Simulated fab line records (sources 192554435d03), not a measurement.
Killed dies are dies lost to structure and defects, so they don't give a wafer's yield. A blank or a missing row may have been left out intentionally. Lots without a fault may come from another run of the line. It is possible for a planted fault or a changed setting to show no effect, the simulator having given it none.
fab line records	flow n5-finfet
record: lots: 7	wafers: 39
route steps=1938 shown BEOL_M0_SAQP@698 BEOL_M0_CUTY@701 BEOL_M0@715 BEOL_M5@1112 BEOL_M6@1251 BEOL_M8@1391
start-h: start of the lot's first displayed wafer, in hours after the record's first day	wait-h: hours elapsed since this lot's preceding step	" as in the row above	L1.1+2: one row covering several wafers at once	- no value present, or no start provided	* or withheld: withheld	< > ~ a bound
route shown NAME@n: names a module that has steps shown in the file, with the first one's number in the route	usual: the fault-free wafers' mean and standard deviation	same: alike in all rows	chamber/n: place in a boat	sites: each site's reading	_std_site: how widely they spread, as a standard deviation	_edge_site: the outer-site mean with the inner-site mean subtracted	radius-mm: for every site, how far away it sits from the centre of the wafer	mask NAME#n: copy n	behind: the last tool/chamber to shape the wafer	hold: why the lot was held/for how many hours/how that ended	device: the n, p or np transistor that did not switch	end of line: tests run on the same wafers once the route is complete	a step given without rows: its recipe and nothing more	killed: dies lost to structure and defects at the first sort, not the wafer's yield	map: a wafer's dies, x killed, . not, _ none there
set.NAME: the run value of the setting; set.NAME@STEP: its run value at that earlier step	model.NAME: the simulator's own value behind a step, which no gauge read
lots where settings were altered on purpose, with a table for each step and a row for each wafer
== steps ==
step: N5_BEOL_M0_SAQP_ALD_48
recipe: material: SiO2	target-thk-a: 200	temp-c: 100	ald-precursor-family: BDEAS	ald-co-reactant: O2-plasma	pulse-time-s: 1	co-reactant-pulse-time-s: 1	purge-time-s: 2	co-reactant-purge-time-s: 2	ald-cycles: 139	pressure-torr: 2
lot.wafer	tool	chamber	start-h	wait-h	set.ald-cycles	model.SiO2_of_BEOL_M0_SAQP_ALD_48.thk-nm
L074.1+2	ald-sin-02	2,1	111.95	0.0	69	10
L074.3	"	3	"	"	139	20
L074.4	"	0	"	"	139	19.8
L074.5	"	1	"	"	69	9.8
L074.6	"	2	"	"	139	20.2
L077.1	ald-sin-01	0	129.66	0.0	139	20.2
L077.2+3+4	"	1,2,1	"	"	72	10.4
L077.5+6	"	2,0	"	"	139	20
L080.1+2	ald-sin-02	2,1	150.27	0.1	139	20
L080.3+4+5	"	3,0,0	"	"	111	15.8
L080.6	"	3	"	"	139	19.8
L081.1+6	ald-sin-02	2	153.58	0.0	162	23.4
L081.2+3	"	3,0	"	"	139	20
L081.4	"	3	"	"	162	23.2
L081.5	"	0	"	"	139	19.8
L085.1+2+3+6	ald-sin-02	3,0,2,3	179.83	0.0	139	20
L085.4+5	"	1,2	"	"	139	20.2
L095.2+3+6	ald-sin-02	3,0,2	239.40	0.0	139	20
L097.1+3+4	ald-sin-03	1,0,2	251.75	0.3	139	20
L097.2+5	"	3,0	"	"	61	8.8
L097.6	"	3	"	"	61	9
step: N5_BEOL_M0_SAQP_ETCH_49
recipe: chemistry: CF4/O2	target-depth-a: 370	target: SiO2	pressure-mtorr: 40	source-w: 535	bias-w: 49	Ar_flow_sccm: 100	cf4-flow-sccm: 100	O2_flow_sccm: 10	ion-energy-ev: 100
lot.wafer	tool	chamber	start-h	wait-h	set.ald-cycles@BEOL_M0_SAQP_ALD_48	model.SiO2_of_BEOL_M0_SAQP_ALD_48.thk-nm
L074.1+2	rie-diel-02	1,3	112.48	0.3	69	7.6
L074.3+4	"	0,1	"	"	139	14.6
L074.5	"	0	"	"	69	7
L074.6	"	3	"	"	139	15
L077.1	rie-diel-05	0	130.19	0.3	139	14.8
L077.2	"	3	"	"	72	7.4
L077.3	"	2	"	"	72	8.4
L077.4	"	1	"	"	72	8.2
L077.5+6	"	0,3	"	"	139	14.6
L080.1	rie-diel-05	2	150.88	0.4	139	15.6
L080.2	"	3	"	"	139	14.4
L080.3	"	0	"	"	111	11.2
L080.4	"	3	"	"	111	11
L080.5	"	0	"	"	111	11.4
L080.6	"	2	"	"	139	15.4
L081.1	rie-diel-02	0	154.11	0.3	162	16.6
L081.2	"	3	"	"	139	14
L081.3	"	2	"	"	139	14.8
L081.4	"	1	"	"	162	16.4
L081.5	"	0	"	"	139	14.2
L081.6	"	3	"	"	162	16.8
L085.1+3	rie-diel-02	2,1	180.35	0.3	139	14.8
L085.2+6	"	3	"	"	139	14.6
L085.4	"	0	"	"	139	14.2
L085.5	"	2	"	"	139	15
L095.2	rie-diel-04	2	239.97	0.3	139	13.8
L095.3	"	1	"	"	139	14.2
L095.6	"	2	"	"	139	14.6
L097.1	rie-diel-02	0	252.27	0.3	139	14.2
L097.2	"	2	"	"	61	7.4
L097.3+4	"	3,1	"	"	139	14.8
L097.5	"	3	"	"	61	6.8
L097.6	"	0	"	"	61	6.4
step: N5_BEOL_M0_SAQP_STRIP_75
recipe: chemistry: CF4	resist: SiARC	power-w: 300	bias-power-w: 75	pressure-mtorr: 50	cf4-flow-sccm: 150	rf-frequency-hz: 6e+07
step: N5_BEOL_M0_CUTY_COAT_50
recipe: resist: SiARC	temp-c: 220	time-s: 60	spin-rpm: 1500	resist-thk-nm: 15
step: N5_BEOL_M0_CUTY_DESCUM_61
recipe: chemistry: O2	time-s: 7.9	source-power-w: 50	bias-power-w: 20	pressure-mtorr: 20	rf-frequency-hz: 2.712e+07	temp-c: 40	resist: CAR-ArF-block	o2-flow-sccm: 225
step: N5_BEOL_M0_CUTY_ETCH_62
recipe: chemistry: CF4	target: SiARC	mask-material: CAR-ArF-block	time-s: 58.5	ion-energy-ev: 80	pressure-mtorr: 40	source-w: 545	bias-w: 36	Ar_flow_sccm: 100	cf4-flow-sccm: 100	ends: cleared
lot.wafer	tool	chamber	start-h	wait-h	set.ald-cycles@BEOL_M0_SAQP_ALD_48	model.SiO2_of_BEOL_M0_SAQP_ALD_48.thk-nm
L074.1+2	rie-diel-01	1,0	113.29	0.0	69	6.8
L074.3+4	"	2,3	"	"	139	13
L074.5	"	0	"	"	69	6.2
L074.6	"	1	"	"	139	13.4
L077.1+5+6	rie-diel-06	2,3,2	130.81	0.0	139	13
L077.2	"	3	"	"	72	6.6
L077.3	"	1	"	"	72	7.6
L077.4	"	0	"	"	72	7.2
L080.1+6	rie-diel-01	2	151.50	0.0	139	13.8
L080.2	"	0	"	"	139	12.8
L080.3+4	"	3,0	"	"	111	9.8
L080.5	"	3	"	"	111	10
L081.1+6	rie-diel-03	0,1	154.87	0.0	162	14.8
L081.2	"	1	"	"	139	12.4
L081.3	"	2	"	"	139	13.2
L081.4	"	3	"	"	162	14.6
L081.5	"	2	"	"	139	12.6
L085.1+3+5	rie-diel-01	0,2,2	180.88	0.0	139	13.2
L085.2+6	"	1	"	"	139	13
L085.4	"	3	"	"	139	12.6
L095.2	rie-diel-01	0	240.62	0.0	139	12.4
L095.3	"	1	"	"	139	12.6
L095.6	"	0	"	"	139	13
L097.1	rie-diel-03	2	253.81	0.0	139	12.6
L097.2	"	0	"	"	61	6.6
L097.3+4	"	1,3	"	"	139	13.2
L097.5	"	2	"	"	61	6
L097.6	"	3	"	"	61	5.6
step: N5_BEOL_M0_CUTY_ETCH_63
recipe: chemistry: N2/H2	target: SOC	target-depth-a: 827	overetch-a: 165	mask-material: SiARC	temp-c: 40	ion-energy-ev: 200	time-s: 124	pressure-mtorr: 30	source-w: 840	bias-w: 150	n2-flow-sccm: 200	h2-flow-sccm: 200
lot.wafer	tool	chamber	start-h	wait-h	set.ald-cycles@BEOL_M0_SAQP_ALD_48	model.SiO2_of_BEOL_M0_SAQP_ALD_48.thk-nm
L074.1+2	rie-diel-01	1,0	113.34	0.0	69	6.4
L074.3+4	"	2,3	"	"	139	12.2
L074.5	"	0	"	"	69	5.8
L074.6	"	1	"	"	139	12.6
L077.1+5+6	rie-diel-06	2,3,2	130.85	0.0	139	12.2
L077.2	"	3	"	"	72	6.2
L077.3	"	1	"	"	72	7
L077.4	"	0	"	"	72	6.8
L080.1+6	rie-diel-01	2	151.54	0.0	139	13
L080.2	"	0	"	"	139	12
L080.3+4	"	3,0	"	"	111	9.2
L080.5	"	3	"	"	111	9.4
L081.1+4	rie-diel-03	0,3	154.92	0.0	162	13.8
L081.2	"	1	"	"	139	11.8
L081.3	"	2	"	"	139	12.4
L081.5	"	2	"	"	139	12
L081.6	"	1	"	"	162	14
L085.1+3+5	rie-diel-01	0,2,2	180.92	0.0	139	12.4
L085.2+6	"	1	"	"	139	12.2
L085.4	"	3	"	"	139	11.8
L095.2	rie-diel-01	0	240.67	0.0	139	11.6
L095.3	"	1	"	"	139	11.8
L095.6	"	0	"	"	139	12.2
L097.1	rie-diel-03	2	253.85	0.0	139	12
L097.2	"	0	"	"	61	6.2
L097.3+4	"	1,3	"	"	139	12.4
L097.5	"	2	"	"	61	5.8
L097.6	"	3	"	"	61	5.4
step: N5_BEOL_M0_CUTY_STRIP_64
recipe: chemistry: N2/H2	temp-c: 40	n2-flow-sccm: 200	h2-flow-sccm: 200	rf-frequency-hz: 6e+07
step: N5_BEOL_M0_ETCH_138
recipe: chemistry: CH3F/O2	target-depth-a: 120	target: SiCN	time-s: 31.6	ion-energy-ev: 120	pressure-mtorr: 30	source-w: 395	bias-w: 75	Ar_flow_sccm: 150	CH3F_flow_sccm: 30	O2_flow_sccm: 20	ends: cleared
step: N5_BEOL_M0_HM_OPEN_105
recipe: chemistry: Cl2/BCl3	target-depth-a: 120	target: TiN	ion-energy-ev: 150	pressure-mtorr: 10	icp-w: 1000	bias-w: 126	Cl2_flow_sccm: 53.25	bcl3-flow-sccm: 21.75	Ar_flow_sccm: 25
lot.wafer	tool	chamber	start-h	wait-h	set.ald-cycles@BEOL_M0_SAQP_ALD_48	model.SiO2_of_BEOL_M0_SAQP_ALD_48.thk-nm
L074.1+2	rie-metal-01	1,0	113.56	0.1	69	6
L074.3+4	"	1,0	"	"	139	11.6
L074.5	"	1	"	"	69	5.4
L074.6	"	0	"	"	139	12
L077.1+5+6	rie-metal-02	0,1,0	132.86	1.8	139	11.6
L077.2	"	1	"	"	72	5.8
L077.3	"	1	"	"	72	6.6
L077.4	"	0	"	"	72	6.4
L080.1	rie-metal-01	1	154.33	2.6	139	12.4
L080.2	"	0	"	"	139	11.4
L080.3+4	"	1,0	"	"	111	8.8
L080.5	"	0	"	"	111	9
L080.6	"	1	"	"	139	12.2
L081.1+6	rie-metal-02	0,1	155.17	0.1	162	13.2
L081.2	"	1	"	"	139	11.2
L081.3	"	1	"	"	139	11.6
L081.4	"	0	"	"	162	13
L081.5	"	0	"	"	139	11.4
L085.1+2+6	rie-metal-01	0,1,0	181.48	0.4	139	11.6
L085.3+5	"	0,1	"	"	139	11.8
L085.4	"	1	"	"	139	11.2
L095.2	rie-metal-01	0	242.20	1.4	139	11
L095.3	"	1	"	"	139	11.2
L095.6	"	0	"	"	139	11.6
L097.1	rie-metal-01	0	254.15	0.1	139	11.2
L097.2	"	1	"	"	61	5.8
L097.3	"	0	"	"	139	11.8
L097.4	"	1	"	"	139	11.6
L097.5	"	1	"	"	61	5.4
L097.6	"	0	"	"	61	5
step: N5_BEOL_M5_ILD_DEP_00
recipe: material: SiCOH_lowk	target-thk-a: 1406.4	temp-c: 300	precursor: DEMS/porogen	pressure-torr: 5	rf-w: 500	time-s: 25.9
lot.wafer	tool	chamber	start-h	wait-h	set.time-s	model.SiCOH_lowk_of_BEOL_M5_ILD_DEP_00.thk-nm
L074.1	pecvd-03	1	160.28	0.8	25.9	139.8
L074.2	"	2	"	"	20.24	107.4
L074.3	"	0	"	"	20.24	111
L074.4	"	0	"	"	25.9	140.6
L074.5	"	2	"	"	25.9	137.2
L074.6	"	1	"	"	20.24	112.4
L077.1	pecvd-04	2	182.30	0.8	25.9	141.8
L077.2	"	0	"	"	25.9	140
L077.3	"	1	"	"	34.14	181.4
L077.4	"	1	"	"	34.14	184.8
L077.5	"	0	"	"	25.9	143.4
L077.6	"	2	"	"	34.14	188.6
L081.1	pecvd-04	1	198.98	0.8	13.14	69.6
L081.2	"	0	"	"	25.9	139.2
L081.3	"	2	"	"	13.14	72.2
L081.4	"	0	"	"	13.14	72
L081.5	"	2	"	"	25.9	141.6
L081.6	"	1	"	"	25.9	138.8
L080.1	pecvd-04	0	203.10	0.8	25.9	138
L080.2	"	1	"	"	25.9	137.2
L080.3	"	1	"	"	25.9	136.8
L080.4	"	0	"	"	25.9	140
L080.5	"	1	"	"	25.9	137.4
L080.6	"	0	"	"	25.9	139
L085.1	pecvd-03	0	226.23	0.8	25.9	138.4
L085.2	"	2	"	"	33.74	177.8
L085.3	"	1	"	"	25.9	140.6
L085.4	"	2	"	"	25.9	141.2
L085.5	"	1	"	"	33.74	183
L085.6	"	0	"	"	33.74	182.8
L095.2	pecvd-04	0	292.60	0.7	25.9	141.8
L095.3	"	1	"	"	25.9	139.6
L095.6	"	2	"	"	25.9	142.2
L097.1	pecvd-02	2	299.06	0.8	25.9	136.6
L097.2	"	0	"	"	25.9	138.2
L097.3	"	1	"	"	40.41	215.8
L097.4	"	0	"	"	40.41	217.2
L097.5	"	1	"	"	25.9	143.2
L097.6	"	2	"	"	40.41	215.2
step: N5_BEOL_M5_CURE_79
recipe: temp-c: 385	time-s: 240	ambient: He/Ar	material: SiCOH_lowk
lot.wafer	tool	chamber	start-h	wait-h	set.time-s@BEOL_M5_ILD_DEP_00	model.SiCOH_lowk_of_BEOL_M5_ILD_DEP_00.thk-nm
L074.1	uv-cure-02	2	160.79	0.5	25.9	120.2
L074.2	"	2	"	"	20.24	92.2
L074.3	"	2	"	"	20.24	95.4
L074.4	"	2	"	"	25.9	121
L074.5	"	2	"	"	25.9	118
L074.6	"	2	"	"	20.24	96.6
L077.1	uv-cure-02	2	182.36	0.0	25.9	122
L077.2	"	2	"	"	25.9	120.6
L077.3	"	2	"	"	34.14	156.4
L077.4	"	2	"	"	34.14	159.4
L077.5	"	2	"	"	25.9	123.4
L077.6	"	2	"	"	34.14	162.6
L081.1	uv-cure-01	0	199.04	0.0	13.14	59.6
L081.2	"	0	"	"	25.9	119.8
L081.3	"	0	"	"	13.14	61.8
L081.4	"	0	"	"	13.14	61.6
L081.5	"	0	"	"	25.9	121.8
L081.6	"	0	"	"	25.9	119.4
L080.1	uv-cure-02	2	203.18	0.1	25.9	118.6
L080.2	"	2	"	"	25.9	118
L080.3	"	2	"	"	25.9	117.6
L080.4	"	2	"	"	25.9	120.4
L080.5	"	2	"	"	25.9	118.2
L080.6	"	2	"	"	25.9	119.6
L085.1	uv-cure-03	2	226.37	0.1	25.9	119.2
L085.2	"	2	"	"	33.74	153.4
L085.3	"	2	"	"	25.9	121
L085.4	"	2	"	"	25.9	121.6
L085.5	"	2	"	"	33.74	157.8
L085.6	"	2	"	"	33.74	157.6
L095.2	uv-cure-03	1	293.07	0.4	25.9	122
L095.3	"	1	"	"	25.9	120.2
L095.6	"	1	"	"	25.9	122.4
L097.1	uv-cure-02	2	299.12	0.0	25.9	117.4
L097.2	"	2	"	"	25.9	119
L097.3	"	2	"	"	40.41	186.4
L097.4	"	2	"	"	40.41	187.6
L097.5	"	2	"	"	25.9	123.2
L097.6	"	2	"	"	40.41	186
step: N5_BEOL_M5_THK_MEAS_01
recipe: reads: SiCOH_lowk_of_BEOL_M5_ILD_DEP_00
usual: M5_ILD_THK: 120.9/1.9
lot.wafer	tool	chamber	start-h	wait-h	set.time-s@BEOL_M5_ILD_DEP_00	M5_ILD_THK[nm]
L074.1	film-metro-01	-	161.31	0.4	25.9	120.2
L074.2	"	-	"	"	20.24	92.2
L074.3	"	-	"	"	20.24	95.3
L074.4	"	-	"	"	25.9	121.0
L074.5	"	-	"	"	25.9	117.9
L074.6	"	-	"	"	20.24	96.5
L077.1	film-metro-02	-	182.87	0.4	25.9	122.1
L077.2	"	-	"	"	25.9	120.5
L077.3	"	-	"	"	34.14	156.6
L077.4	"	-	"	"	34.14	159.5
L077.5	"	-	"	"	25.9	123.3
L077.6	"	-	"	"	34.14	162.8
L081.1	film-metro-02	-	200.03	0.8	13.14	59.6
L081.2	"	-	"	"	25.9	119.8
L081.3	"	-	"	"	13.14	61.8
L081.4	"	-	"	"	13.14	61.6
L081.5	"	-	"	"	25.9	121.7
L081.6	"	-	"	"	25.9	119.2
L080.1	film-metro-01	-	203.69	0.4	25.9	118.6
L080.2	"	-	"	"	25.9	118.1
L080.3	"	-	"	"	25.9	117.4
L080.4	"	-	"	"	25.9	120.3
L080.5	"	-	"	"	25.9	118.1
L080.6	"	-	"	"	25.9	119.5
L085.1	film-metro-01	-	226.88	0.4	25.9	119.1
L085.2	"	-	"	"	33.74	153.3
L085.3	"	-	"	"	25.9	121.0
L085.4	"	-	"	"	25.9	121.6
L085.5	"	-	"	"	33.74	157.9
L085.6	"	-	"	"	33.74	157.5
L095.2	film-metro-02	-	293.90	0.7	25.9	122.0
L095.3	"	-	"	"	25.9	120.1
L095.6	"	-	"	"	25.9	122.4
L097.1	film-metro-02	-	300.13	0.8	25.9	117.5
L097.2	"	-	"	"	25.9	119.0
L097.3	"	-	"	"	40.41	186.3
L097.4	"	-	"	"	40.41	187.7
L097.5	"	-	"	"	25.9	123.1
L097.6	"	-	"	"	40.41	185.9
step: N5_BEOL_M6_ALD_77
recipe: material: TaN	target-thk-a: 20	temp-c: 275	ald-precursor-family: PDMAT	ald-co-reactant: NH3	pressure-torr: 3	carrier-flow-sccm: 1500	pulse-time-s: 2	purge-time-s: 3	co-reactant-purge-time-s: 2	co-reactant-pulse-time-s: 3	ald-cycles: 40	precursor-vessel-temp-c: 75	precursor-vessel-pressure-torr: 26.25	precursor-vessel-carrier-sccm: 1000
lot.wafer	tool	chamber	start-h	wait-h	set.ald-cycles	model.TaN_of_BEOL_M6_ALD_77.thk-nm
L074.1+3+4	ald-metal-01	0,3,1	177.55	0.1	40	2
L074.2+5+6	"	2,3,0	"	"	47	2.4
L077.1+2+3+4+5+6	ald-metal-02	3,2,0,1,2,1	201.79	0.0	40	2
L081.1+2+3	ald-metal-02	0,2,1	217.05	0.1	31	1.6
L081.4+5+6	"	3,0,1	"	"	40	2
L080.1+2+5	ald-metal-02	1,3,0	218.83	0.1	40	2
L080.3+4+6	"	2,0,3	"	"	47	2.4
L085.1+2+3+4+5+6	ald-metal-04	1,3,0,2,3,0	246.88	0.0	40	2
L095.2+3+6	ald-metal-04	0,1,2	316.48	0.0	40	2
L097.1+2+3+4+5+6	ald-metal-04	0,1,2,3,0,3	320.62	0.0	40	2
step: N5_BEOL_M8_CVD_78
recipe: material: Co	target-thk-a: 20	temp-c: withheld	precursor: CCTBA/H2	pressure-torr: 30	time-s: 142.3
lot.wafer	tool	chamber	start-h	wait-h	set.target-thk-a	model.Co_of_BEOL_M8_CVD_78.thk-nm
L074.1	cvd-co-01	1	193.61	0.3	20	2.2
L074.2+3	"	2,0	"	"	20	1.8
L074.4+5+6	"	1,2,0	"	"	20	2
L077.1+2	cvd-co-01	0,1	217.32	0.1	20	2
L077.3	"	2	"	"	20	2.2
L077.4+5+6	"	2,0,1	"	"	15.74	1.6
L081.1+5	cvd-co-02	1,2	233.83	0.1	20	2
L081.2	"	2	"	"	20	2.2
L081.3+6	"	0	"	"	9.877	1
L081.4	"	1	"	"	9.877	1.2
L080.1+2	cvd-co-01	1,0	234.79	0.0	20	2.2
L080.3	"	2	"	"	20	2
L080.4+5+6	"	0,2,1	"	"	30.57	3.2
L085.1+6	cvd-co-01	0,2	265.04	0.3	20	2
L085.2	"	2	"	"	14.35	1.4
L085.3+5	"	1,0	"	"	14.35	1.6
L085.4	"	1	"	"	20	2.2
L095.2+6	cvd-co-02	1	331.69	0.3	20	2
L095.3	"	2	"	"	20	2.2
L097.1	cvd-co-01	0	339.46	0.0	20	1.8
L097.2	"	2	"	"	25.5	2.6
L097.3+5	"	2	"	"	20	2
L097.4+6	"	0	"	"	25.5	2.4
== key ==
split: step: N5_BEOL_M0_SAQP_ALD_48	setting: ald-cycles	stated: 139	by: wafer
response: step: N5_BEOL_M0_SAQP_ALD_48	reading: model.SiO2_of_BEOL_M0_SAQP_ALD_48.thk-nm	change: +0.2	per: 1%	r: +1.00
response: step: N5_BEOL_M0_SAQP_ETCH_49	reading: model.SiO2_of_BEOL_M0_SAQP_ALD_48.thk-nm	change: +0.143	per: 1%	r: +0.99
response: step: N5_BEOL_M0_CUTY_ETCH_62	reading: model.SiO2_of_BEOL_M0_SAQP_ALD_48.thk-nm	change: +0.127	per: 1%	r: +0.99
response: step: N5_BEOL_M0_CUTY_ETCH_63	reading: model.SiO2_of_BEOL_M0_SAQP_ALD_48.thk-nm	change: +0.119	per: 1%	r: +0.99
response: step: N5_BEOL_M0_HM_OPEN_105	reading: model.SiO2_of_BEOL_M0_SAQP_ALD_48.thk-nm	change: +0.114	per: 1%	r: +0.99
split: step: N5_BEOL_M5_ILD_DEP_00	setting: time-s	stated: 25.9	by: wafer
response: step: N5_BEOL_M5_ILD_DEP_00	reading: model.SiCOH_lowk_of_BEOL_M5_ILD_DEP_00.thk-nm	change: +1.37	per: 1%	r: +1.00
response: step: N5_BEOL_M5_CURE_79	reading: model.SiCOH_lowk_of_BEOL_M5_ILD_DEP_00.thk-nm	change: +1.19	per: 1%	r: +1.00
response: step: N5_BEOL_M5_THK_MEAS_01	reading: M5_ILD_THK	change: +1.19	per: 1%	r: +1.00
split: step: N5_BEOL_M6_ALD_77	setting: ald-cycles	stated: 40	by: wafer
response: step: N5_BEOL_M6_ALD_77	reading: model.TaN_of_BEOL_M6_ALD_77.thk-nm	change: +0.0206	per: 1%	r: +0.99
split: step: N5_BEOL_M8_CVD_78	setting: target-thk-a	stated: 20	by: wafer
response: step: N5_BEOL_M8_CVD_78	reading: model.Co_of_BEOL_M8_CVD_78.thk-nm	change: +0.0199	per: 1%	r: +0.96
